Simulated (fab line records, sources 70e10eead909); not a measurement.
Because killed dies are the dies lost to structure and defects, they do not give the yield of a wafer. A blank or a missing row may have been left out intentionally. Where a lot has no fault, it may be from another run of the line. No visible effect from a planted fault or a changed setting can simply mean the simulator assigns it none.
fab line records	flow nand_harc	part 1 of 2: steps 1 to 23 of 35
record lots=5	wafers=15	last_day=22
route steps=1159 shown A_M0@1021 A_M1@1026
lots that met no fault: taken from a fault-free run of the same line
start_h: start of the lot's first displayed wafer, in hours after the record's first day	wait_h: hours since the lot's step before	" the same as in the row above	L1.1+2: a single row standing in for several wafers	- value missing, or start not given	* or withheld: withheld	< > ~ a bound
route shown NAME@n: names a module that has steps shown in the file, with the first one's number in the route	usual: mean/standard deviation taken from wafers without a fault	same: alike in all rows	chamber/n: place in a boat	sites: the reading at each site	_std_site: standard deviation across them	_edge_site: mean of outer sites minus mean of inner sites	radius_mm: for every site, how far away it sits from the centre of the wafer	mask NAME#n: copy n	behind: the last tool/chamber to shape the wafer	hold: cause of the lot's hold/its duration in hours/its outcome	device: whichever transistor did not switch (one of n, p or np)	end of line: tests of these same wafers at the route's end	step lacking rows: just its recipe	killed: the dies lost at the first sort to structure and to defects; this is not the yield of the wafer	map: a wafer's dies, x killed, . not, _ none there
set.NAME: the setting the step ran with; set.NAME@STEP: the setting that earlier step ran with	model.NAME: the simulator's own value behind a step, which no gauge read
lots at some steps of the route; a table a step, a row a wafer
services: the hour from which a tool's chamber was out of use, counted from the record's first day as start_h (under 0 if before that day), plus the number of hours and why
## steps
# step NHARC_A_M0_SRD_25
lot.wafer	tool	chamber	start_h	wait_h
L075.5+3+6	wet_bench-10	6,7,0	406.93	0.1
L082.4+5+2	wet_bench-08	1,2,3	445.77	0.0
L083.3+2+1	wet_bench-10	3,4,6	458.79	0.0
L086.4+3+1	wet_bench-08	6,0,2	465.68	0.0
L091.4+2+5	wet_bench-10	2,6,7	497.09	0.0
# step NHARC_A_M0_INSPECT_27
# usual raw_defect_count=477/190
lot.wafer	tool	chamber	start_h	wait_h	raw_defect_count
L075.3	defect_inspect-02	-	407.05	0.0	464
L075.5	"	-	"	"	461
L075.6	"	-	"	"	833
L082.2	defect_inspect-02	-	445.88	0.0	371
L082.4	"	-	"	"	384
L082.5	"	-	"	"	434
L083.1	defect_inspect-01	-	458.90	0.0	309
L083.2	"	-	"	"	545
L083.3	"	-	"	"	361
L086.1	defect_inspect-02	-	465.79	0.0	156
L086.3	"	-	"	"	353
L086.4	"	-	"	"	281
L091.2	defect_inspect-02	-	497.20	0.0	537
L091.4	"	-	"	"	471
L091.5	"	-	"	"	546
# step NHARC_A_M0_PRE_CLEAN_31
# recipe time_s=12	temp_c=370	rf_power_w=300	gas=NH3
# usual heater_power_w=622/86
lot.wafer	tool	chamber	start_h	wait_h	heater_power_w
L075.3	pecvd-02	0	407.25	0.2	652
L075.6	"	0	"	"	642
L075.5	"	2	"	"	663
L082.2	pecvd-04	0	445.99	0.1	639
L082.4	"	1	"	"	658
L082.5	"	0	"	"	644
L083.1	pecvd-04	1	458.97	0.1	654
L083.3	"	2	"	"	530
L083.2	"	0	"	"	561
L086.3	pecvd-04	2	465.86	0.1	519
L086.1	"	0	"	"	586
L086.4	"	0	"	"	598
L091.2	pecvd-04	1	497.28	0.1	661
L091.4	"	1	"	"	675
L091.5	"	2	"	"	486
# step NHARC_A_M0_DEP_32
# recipe target_thk_a=300	temp_c=370	target_thk_nm=30	pressure_torr=3	flow_sccm=200	rf_w=450	material=SiCN
# usual heater_power_w=562/92	showerhead_vpp_V=1306/76
lot.wafer	tool	chamber	start_h	wait_h	heater_power_w	showerhead_vpp_V
L075.3	pecvd-02	0	407.33	0.1	636	1509
L075.6	"	0	"	"	642	1534
L075.5	"	2	"	"	630	1226
L082.2	pecvd-04	0	446.13	0.1	527	1254
L082.4	"	1	"	"	504	1258
L082.5	"	0	"	"	554	1234
L083.1	pecvd-04	1	459.05	0.1	539	1263
L083.3	"	2	"	"	465	1308
L083.2	"	0	"	"	567	1212
L086.3	pecvd-04	2	465.94	0.1	388	1327
L086.1	"	0	"	"	536	1232
L086.4	"	0	"	"	542	1248
L091.2	pecvd-04	1	497.39	0.1	622	1253
L091.4	"	1	"	"	610	1268
L091.5	"	2	"	"	421	1315
# step NHARC_A_M1_DEP_00
# recipe target_thk_a=1825	target_thk_nm=182.5	temp_c=withheld	pressure_torr=5	flow_sccm=200	rf_w=600	material=SiOC
# usual showerhead_vpp_V=1516/92
lot.wafer	tool	chamber	start_h	wait_h	showerhead_vpp_V
L075.3	pecvd-04	0	407.76	-	1440
L075.6	"	2	"	"	1517
L075.5	"	0	"	"	1445
L082.2	pecvd-02	0	446.61	-	1745
L082.4	"	1	"	"	1434
L082.5	"	0	"	"	1732
L083.2	pecvd-04	2	-	-	1517
L083.3	"	0	"	"	1460
L083.1	"	1	"	"	1443
L086.1	pecvd-03	0	466.35	-	1522
L086.4	"	0	"	"	1502
L086.3	"	2	"	"	1669
L091.2	pecvd-04	0	-	-	1438
L091.5	"	1	"	"	1453
L091.4	"	0	"	"	1442
# step NHARC_A_M1_DEHYDRATE_01
# recipe temp_c=150	time_s=120
# usual chill_plate_temp_C=22.98/0.11
lot.wafer	tool	chamber	start_h	wait_h	chill_plate_temp_C
L075.3	litho_track-04	0	408.13	-	22.81
L075.5	"	0	"	"	22.97
L075.6	"	0	"	"	22.85
L082.2	litho_track-04	0	446.93	-	22.82
L082.4	"	0	"	"	22.96
L082.5	"	0	"	"	22.89
L083.1	litho_track-06	0	459.85	-	23.06
L083.2	"	0	"	"	22.80
L083.3	"	0	"	"	23.13
L086.1	litho_track-01	0	466.90	0.5	23.03
L086.3	"	0	"	"	23.02
L086.4	"	0	"	"	23.15
L091.2	litho_track-04	0	498.15	-	22.74
L091.4	"	0	"	"	22.88
L091.5	"	0	"	"	22.81
# step NHARC_A_M1_HMDS_02
# recipe time_s=30
# usual chill_plate_temp_C=23.01/0.1
lot.wafer	tool	chamber	start_h	wait_h	chill_plate_temp_C
L075.3	litho_track-04	0	-	-	23.06
L075.5	"	0	"	"	22.90
L075.6	"	0	"	"	23.02
L082.2	litho_track-04	0	-	-	23.09
L082.4	"	0	"	"	23.12
L082.5	"	0	"	"	23.10
L083.1	litho_track-06	0	-	-	22.89
L083.2	"	0	"	"	23.02
L083.3	"	0	"	"	23.07
L086.1	litho_track-01	0	-	-	22.89
L086.3	"	0	"	"	22.84
L086.4	"	0	"	"	22.75
L091.2	litho_track-04	0	-	-	22.97
L091.4	"	0	"	"	23.08
L091.5	"	0	"	"	23.07
# step NHARC_A_M1_COAT_34
# recipe temp_c=200	time_s=65
# usual chill_plate_temp_C=23.00/0.11
lot.wafer	tool	chamber	start_h	wait_h	chill_plate_temp_C
L075.3	litho_track-04	0	-	-	22.89
L075.5	"	0	"	"	22.96
L075.6	"	0	"	"	22.86
L082.2	litho_track-04	0	-	-	23.16
L082.4	"	0	"	"	22.95
L082.5	"	0	"	"	23.12
L083.1	litho_track-06	0	-	-	22.73
L083.2	"	0	"	"	22.88
L083.3	"	0	"	"	22.86
L086.1	litho_track-01	0	-	-	23.04
L086.3	"	0	"	"	22.87
L086.4	"	0	"	"	23.03
L091.2	litho_track-04	0	-	-	23.15
L091.4	"	0	"	"	23.12
L091.5	"	0	"	"	22.90
# step NHARC_A_M1_COAT_03
# recipe spin_rpm=1500	resist_thk_nm=90
# usual chill_plate_temp_C=23.02/0.093	dispense_pressure_kPa=48/3.5
lot.wafer	tool	chamber	start_h	wait_h	chill_plate_temp_C	dispense_pressure_kPa
L075.3	litho_track-04	0	-	-	23.03	44
L075.5	"	0	"	"	23.01	44
L075.6	"	0	"	"	23.03	44
L082.2	litho_track-04	0	-	-	23.02	44
L082.4	"	0	"	"	23.06	44
L082.5	"	0	"	"	23.08	44
L083.1	litho_track-06	0	-	-	23.07	51
L083.2	"	0	"	"	22.99	51
L083.3	"	0	"	"	23.07	51
L086.1	litho_track-01	0	-	-	23.01	51
L086.3	"	0	"	"	23.07	51
L086.4	"	0	"	"	22.95	51
L091.2	litho_track-04	0	-	-	23.09	44
L091.4	"	0	"	"	22.96	44
L091.5	"	0	"	"	22.94	44
# step NHARC_A_M1_SOFTBAKE_04
# recipe temp_c=105	time_s=55
# usual chill_plate_temp_C=22.98/0.1
lot.wafer	tool	chamber	start_h	wait_h	chill_plate_temp_C
L075.3	litho_track-04	0	-	-	23.04
L075.5	"	0	"	"	23.17
L075.6	"	0	"	"	23.16
L082.2	litho_track-04	0	-	-	22.94
L082.4	"	0	"	"	22.91
L082.5	"	0	"	"	22.98
L083.1	litho_track-06	0	-	-	22.94
L083.2	"	0	"	"	23.08
L083.3	"	0	"	"	23.08
L086.1	litho_track-01	0	-	-	23.01
L086.3	"	0	"	"	22.98
L086.4	"	0	"	"	22.78
L091.2	litho_track-04	0	-	-	23.02
L091.4	"	0	"	"	22.84
L091.5	"	0	"	"	22.83
# step NHARC_A_M1_EBR_05
# usual chill_plate_temp_C=23.03/0.11
lot.wafer	tool	chamber	start_h	wait_h	chill_plate_temp_C
L075.3	litho_track-04	0	-	-	23.05
L075.5	"	0	"	"	22.98
L075.6	"	0	"	"	22.91
L082.2	litho_track-04	0	-	-	22.93
L082.4	"	0	"	"	22.93
L082.5	"	0	"	"	23.01
L083.1	litho_track-06	0	-	-	23.22
L083.2	"	0	"	"	23.16
L083.3	"	0	"	"	23.07
L086.1	litho_track-01	0	-	-	22.98
L086.3	"	0	"	"	22.93
L086.4	"	0	"	"	22.88
L091.2	litho_track-04	0	-	-	22.94
L091.4	"	0	"	"	22.98
L091.5	"	0	"	"	22.89
# step NHARC_A_M1_EXPOSE_06
# recipe na=1.35	target_cd_nm=120	dose_mj=75.13	mask_id=A_M1
# usual focus_offset_nm=0.0/0.62
lot.wafer	tool	chamber	start_h	wait_h	mask	focus_offset_nm
L075.3	arfi_scanner-02	0	408.43	-	A_M1#0	0.1
L075.5	"	0	"	"	A_M1#0	-0.2
L075.6	"	0	"	"	A_M1#0	0.0
L082.2	arfi_scanner-03	0	447.22	-	A_M1#0	-0.7
L082.4	"	0	"	"	A_M1#0	1.5
L082.5	"	0	"	"	A_M1#0	0.2
L083.1	arfi_scanner-03	0	460.02	-	A_M1#0	-0.3
L083.2	"	0	"	"	A_M1#0	0.2
L083.3	"	0	"	"	A_M1#0	0.8
L086.1	arfi_scanner-03	0	467.06	-	A_M1#0	1.0
L086.3	"	0	"	"	A_M1#0	0.6
L086.4	"	0	"	"	A_M1#0	-0.2
L091.2	arfi_scanner-01	0	498.32	-	A_M1#0	0.9
L091.4	"	0	"	"	A_M1#0	0.8
L091.5	"	0	"	"	A_M1#0	1.0
# step NHARC_A_M1_PEB_07
# recipe peb_temp_c=100	peb_time_s=65
# usual chill_plate_temp_C=22.99/0.12
lot.wafer	tool	chamber	start_h	wait_h	chill_plate_temp_C
L075.3	litho_track-06	0	408.48	0.0	22.93
L075.5	"	0	"	"	22.92
L075.6	"	0	"	"	22.93
L082.2	litho_track-04	0	447.28	0.1	22.82
L082.4	"	0	"	"	22.89
L082.5	"	0	"	"	23.05
L083.1	litho_track-06	0	460.08	0.1	22.98
L083.2	"	0	"	"	22.97
L083.3	"	0	"	"	23.09
L086.1	litho_track-04	0	467.12	0.1	23.36
L086.3	"	0	"	"	23.13
L086.4	"	0	"	"	23.18
L091.2	litho_track-01	0	498.37	0.1	23.23
L091.4	"	0	"	"	23.33
L091.5	"	0	"	"	23.27
# step NHARC_A_M1_DEVELOP_08
# recipe develop_time_s=35	dev_temp_c=23
# usual chill_plate_temp_C=23.03/0.095
lot.wafer	tool	chamber	start_h	wait_h	chill_plate_temp_C
L075.3	litho_track-06	0	-	-	22.97
L075.5	"	0	"	"	22.95
L075.6	"	0	"	"	23.01
L082.2	litho_track-04	0	-	-	23.12
L082.4	"	0	"	"	23.16
L082.5	"	0	"	"	23.03
L083.1	litho_track-06	0	-	-	22.96
L083.2	"	0	"	"	23.01
L083.3	"	0	"	"	23.06
L086.1	litho_track-04	0	-	-	22.93
L086.3	"	0	"	"	23.01
L086.4	"	0	"	"	22.97
L091.2	litho_track-01	0	-	-	23.15
L091.4	"	0	"	"	23.22
L091.5	"	0	"	"	23.20
# step NHARC_A_M1_CD_MEAS_09
# recipe target_cd_nm=120	landing_energy_ev=500
# usual cd_nm=120.1/0.54
# same landing_energy_ev=500
lot.wafer	tool	chamber	start_h	wait_h	cd_nm
L075.3	cd_sem-01	0	408.56	-	120.4
L075.5	"	0	"	"	120.4
L075.6	"	0	"	"	120.6
L082.2	cd_sem-03	0	447.36	-	120.4
L082.4	"	0	"	"	119.9
L082.5	"	0	"	"	120.2
L083.1	cd_sem-02	0	460.15	-	119.6
L083.2	"	0	"	"	119.6
L083.3	"	0	"	"	119.9
L086.1	cd_sem-02	0	467.20	-	120.6
L086.3	"	0	"	"	120.8
L086.4	"	0	"	"	120.8
L091.2	cd_sem-01	0	498.46	-	119.6
L091.4	"	0	"	"	119.6
L091.5	"	0	"	"	119.1
# step NHARC_A_M1_OVL_MEAS_10
# recipe pitch_nm=240
# usual overlay_x_nm=0.0/1	overlay_y_nm=0.1/0.8
lot.wafer	tool	chamber	start_h	wait_h	overlay_x_nm	overlay_y_nm
L075.3	overlay-02	-	408.66	-	0.1	0.0
L075.5	"	-	"	"	-0.7	-0.1
L075.6	"	-	"	"	-0.1	0.2
L082.2	overlay-02	-	447.44	-	-1.1	0.2
L082.4	"	-	"	"	-1.7	1.3
L082.5	"	-	"	"	-1.4	0.4
L083.1	overlay-02	-	460.24	-	0.2	-1.6
L083.2	"	-	"	"	0.1	-1.8
L083.3	"	-	"	"	-0.1	-1.3
L086.1	overlay-02	-	467.29	-	0.2	-0.3
L086.3	"	-	"	"	1.4	-1.2
L086.4	"	-	"	"	0.2	-0.7
L091.2	overlay-02	-	498.54	-	-0.1	0.6
L091.4	"	-	"	"	-0.7	0.9
L091.5	"	-	"	"	-0.5	0.8
# step NHARC_A_M1_INSPECT_11
# usual raw_defect_count=33/14
lot.wafer	tool	chamber	start_h	wait_h	raw_defect_count
L075.3	defect_inspect-02	-	408.70	0.0	25
L075.5	"	-	"	"	28
L075.6	"	-	"	"	24
L082.2	defect_inspect-01	-	447.50	0.1	40
L082.4	"	-	"	"	46
L082.5	"	-	"	"	54
L083.1	defect_inspect-01	-	460.28	0.0	35
L083.2	"	-	"	"	30
L083.3	"	-	"	"	41
L086.1	defect_inspect-02	-	467.33	0.0	16
L086.3	"	-	"	"	15
L086.4	"	-	"	"	23
L091.2	defect_inspect-02	-	498.58	0.0	49
L091.4	"	-	"	"	42
L091.5	"	-	"	"	42
# step NHARC_A_M1_DESCUM_14
# recipe time_s=3	o2_flow_sccm=200	ar_flow_sccm=0	bias_power_w=0	chemistry=O2
# usual drypump_motor_current_A=5.8/0.38	oes_product_au=1.003/0.0087	rf_vpp_V=57.9/0.91	showerhead_plenum_p_Torr=1.92/0.11	throttle_valve_pct=11.311/0.0087
lot.wafer	tool	chamber	start_h	wait_h	drypump_motor_current_A	oes_product_au	rf_hours_counter_h	rf_vpp_V	showerhead_plenum_p_Torr	throttle_valve_pct
L075.3	rie_diel-10	3	408.77	0.1	5.6	1.011	3	58.0	1.86	11.318
L075.5	"	1	"	"	5.9	1.013	-	57.9	1.78	11.322
L075.6	"	2	"	"	5.5	1.011	-	57.2	2.06	11.301
L082.4	rie_diel-01	1	447.56	0.1	5.1	1.002	3	57.5	2.02	11.298
L082.2	"	3	"	"	6.0	1.009	3	58.0	1.97	11.299
L082.5	"	1	"	"	5.1	1.005	-	58.8	2.02	11.311
L083.1	rie_diel-01	0	460.34	0.1	6.0	1.018	3	58.4	1.79	11.309
L083.3	"	1	"	"	5.1	1.012	3	56.2	2.02	11.314
L083.2	"	2	"	"	6.5	1.007	3	57.7	1.84	11.307
L086.1	rie_diel-01	1	467.39	0.1	5.1	1.006	4	57.3	2.02	11.281
L086.4	"	2	"	"	6.6	1.001	4	56.4	1.84	11.301
L086.3	"	0	"	"	6.1	1.008	4	56.1	1.79	11.296
L091.2	rie_diel-09	3	498.65	0.1	5.9	1.002	4	59.1	2.05	11.315
L091.5	"	3	"	"	5.9	1.005	-	59.0	2.05	11.304
L091.4	"	1	"	"	5.8	0.984	-	58.4	1.80	11.306
# step NHARC_A_M1_ETCH_35
# recipe target_depth_a=400	overetch_a=120	time_s=43.94	ion_energy_ev=200	n2_flow_sccm=150	h2_flow_sccm=150	ar_flow_sccm=0	rf_w=400	bias_w=150	chemistry=N2/H2
# usual drypump_motor_current_A=5.8/0.38	oes_product_au=1.002/0.0073	rf_vpp_V=431/3.3	showerhead_plenum_p_Torr=2.05/0.12	throttle_valve_pct=14.171/0.0093
lot.wafer	tool	chamber	start_h	wait_h	drypump_motor_current_A	oes_product_au	rf_hours_counter_h	rf_vpp_V	showerhead_plenum_p_Torr	throttle_valve_pct
L075.3	rie_diel-10	0	408.86	0.1	5.6	1.000	4	434	2.19	14.152
L075.6	"	1	"	"	5.9	1.001	-	426	1.90	14.156
L075.5	"	2	"	"	5.5	1.018	-	435	2.20	14.180
L082.2	rie_diel-01	2	447.65	0.1	6.5	1.006	3	429	1.96	14.189
L082.4	"	3	"	"	6.0	1.000	3	431	2.11	14.156
L082.5	"	2	"	"	6.5	1.005	-	429	1.96	14.163
L083.3	rie_diel-01	3	460.48	0.1	6.0	1.006	3	434	2.11	14.182
L083.2	"	0	"	"	6.1	0.999	3	426	1.91	14.189
L083.1	"	1	"	"	5.0	1.008	3	434	2.15	14.159
L086.4	rie_diel-01	2	467.47	0.1	6.6	0.993	4	428	1.95	14.165
L086.1	"	0	"	"	6.1	1.002	4	428	1.91	14.175
L086.3	"	1	"	"	5.1	0.989	4	432	2.15	14.167
L091.2	rie_diel-09	2	498.74	0.1	5.8	1.004	4	429	1.99	14.170
L091.5	"	2	"	"	5.8	1.009	-	429	1.99	14.177
L091.4	"	1	"	"	5.9	0.999	-	426	1.92	14.182
# step NHARC_A_M1_ETCH_15
# recipe target_depth_a=1825	time_s=91.2	c4f8_flow_sccm=withheld	ar_flow_sccm=400	rf_w=600	bias_w=300	chemistry=C4F8/Ar
# usual oes_product_au=0.956/0.023	rf_vpp_V=441/3.4
lot.wafer	tool	chamber	start_h	wait_h	oes_product_au	rf_hours_counter_h	rf_vpp_V
L075.3	rie_diel-10	0	-	-	0.972	4	446
L075.6	"	0	"	"	0.975	-	444
L075.5	"	1	"	"	0.971	-	436
L082.2	rie_diel-01	3	-	-	0.937	3	443
L082.4	"	2	"	"	0.930	3	437
L082.5	"	0	"	"	0.935	-	436
L083.1	rie_diel-01	0	-	-	0.931	3	437
L083.2	"	1	"	"	0.926	3	444
L083.3	"	2	"	"	0.920	3	438
L086.3	rie_diel-01	3	-	-	0.988	3	442
L086.4	"	0	"	"	0.995	4	438
L086.1	"	1	"	"	0.975	4	443
L091.2	rie_diel-09	3	-	-	0.962	4	444
L091.5	"	1	"	"	0.963	-	438
L091.4	"	3	"	"	0.975	-	446
# step NHARC_A_M1_CD_MEAS_16
# usual cd_nm=119.9/0.65
lot.wafer	tool	chamber	start_h	wait_h	cd_nm
L075.3	cd_sem-02	-	409.06	-	120.7
L075.5	"	-	"	"	119.8
L075.6	"	-	"	"	120.7
L082.2	cd_sem-02	-	447.87	-	120.2
L082.4	"	-	"	"	119.6
L082.5	"	-	"	"	119.5
L083.1	cd_sem-03	-	460.70	-	120.0
L083.2	"	-	"	"	119.0
L083.3	"	-	"	"	119.5
L086.1	cd_sem-02	-	467.69	-	119.9
L086.3	"	-	"	"	120.0
L086.4	"	-	"	"	120.1
L091.2	cd_sem-01	-	498.99	-	119.5
L091.4	"	-	"	"	119.0
L091.5	"	-	"	"	119.0
# step NHARC_A_M1_STRIP_18
# recipe power_w=1000	n2_flow_sccm=150	h2_flow_sccm=150	ar_flow_sccm=0	bias_w=0	chemistry=N2/H2
# usual drypump_motor_current_A=5.8/0.35	oes_product_au=1.003/0.0075	rf_vpp_V=90.7/1.1	showerhead_plenum_p_Torr=2.04/0.12	throttle_valve_pct=14.172/0.0087
lot.wafer	tool	chamber	start_h	wait_h	drypump_motor_current_A	oes_product_au	rf_hours_counter_h	rf_vpp_V	showerhead_plenum_p_Torr	throttle_valve_pct
L075.3	rie_diel-01	2	409.16	0.1	6.5	0.988	2	90.1	1.96	14.172
L075.6	"	1	"	"	5.1	0.996	-	93.2	2.15	14.172
L075.5	"	2	"	"	6.5	0.989	-	89.0	1.96	14.163
L082.4	rie_diel-09	2	447.94	0.1	5.8	1.013	0	90.3	2.00	14.182
L082.2	"	1	"	"	5.9	0.996	0	89.6	1.92	14.183
L082.5	"	2	"	"	5.8	1.011	-	89.6	2.00	14.167
L083.2	rie_diel-01	2	460.77	0.1	6.6	1.009	3	89.6	1.96	14.176
L083.1	"	0	"	"	6.1	1.011	4	89.7	1.91	14.178
L083.3	"	1	"	"	5.1	1.005	3	90.9	2.15	14.177
L086.1	rie_diel-10	1	467.77	0.1	6.0	1.007	8	89.1	1.89	14.166
L086.3	"	2	"	"	5.5	1.003	8	92.1	2.19	14.168
L086.4	"	3	"	"	5.6	1.008	8	89.7	1.98	14.183
L091.2	rie_diel-09	1	499.08	0.1	5.9	0.991	4	89.8	1.92	14.176
L091.5	"	1	"	"	5.9	0.995	-	90.0	1.92	14.156
L091.4	"	2	"	"	5.8	1.017	-	90.5	1.99	14.163
# step NHARC_A_M1_ETCH_28
# recipe target_depth_a=300	over_etch_frac=0.3	time_s=72.99	ion_energy_ev=150	cf4_flow_sccm=50	n2_flow_sccm=100	ar_flow_sccm=150	rf_w=300	bias_w=100	chemistry=CF4/N2
# usual drypump_motor_current_A=5.9/0.34	oes_product_au=1.003/0.0078	rf_vpp_V=314.3/2.5	showerhead_plenum_p_Torr=2.63/0.14	throttle_valve_pct=19.794/0.0078
lot.wafer	tool	chamber	start_h	wait_h	drypump_motor_current_A	oes_product_au	rf_hours_counter_h	rf_vpp_V	showerhead_plenum_p_Torr	throttle_valve_pct
L075.3	rie_diel-01	3	-	-	6.0	1.010	2	315.9	2.70	19.774
L075.5	"	2	"	"	6.5	1.008	-	312.5	2.53	19.796
L075.6	"	3	"	"	6.0	1.006	-	314.7	2.70	19.798
L082.4	rie_diel-09	1	-	-	5.9	0.993	0	311.2	2.49	19.784
L082.2	"	3	"	"	5.9	0.997	0	317.1	2.80	19.790
L082.5	"	1	"	"	5.8	0.993	-	311.6	2.48	19.795
L083.1	rie_diel-01	3	-	-	6.0	1.009	3	315.3	2.70	19.788
L083.3	"	0	"	"	6.1	1.003	4	312.3	2.47	19.788
L083.2	"	1	"	"	5.0	1.003	3	317.6	2.76	19.781
L086.4	rie_diel-10	2	-	-	5.5	1.005	8	317.2	2.81	19.787
L086.1	"	3	"	"	5.6	1.011	8	313.0	2.55	19.794
L086.3	"	1	"	"	6.0	0.993	8	310.0	2.45	19.797
L091.2	rie_diel-09	1	-	-	5.8	0.991	4	311.9	2.48	19.791
L091.4	"	1	"	"	5.8	1.001	-	310.7	2.48	19.788
L091.5	"	2	"	"	5.8	1.012	-	312.8	2.57	19.787
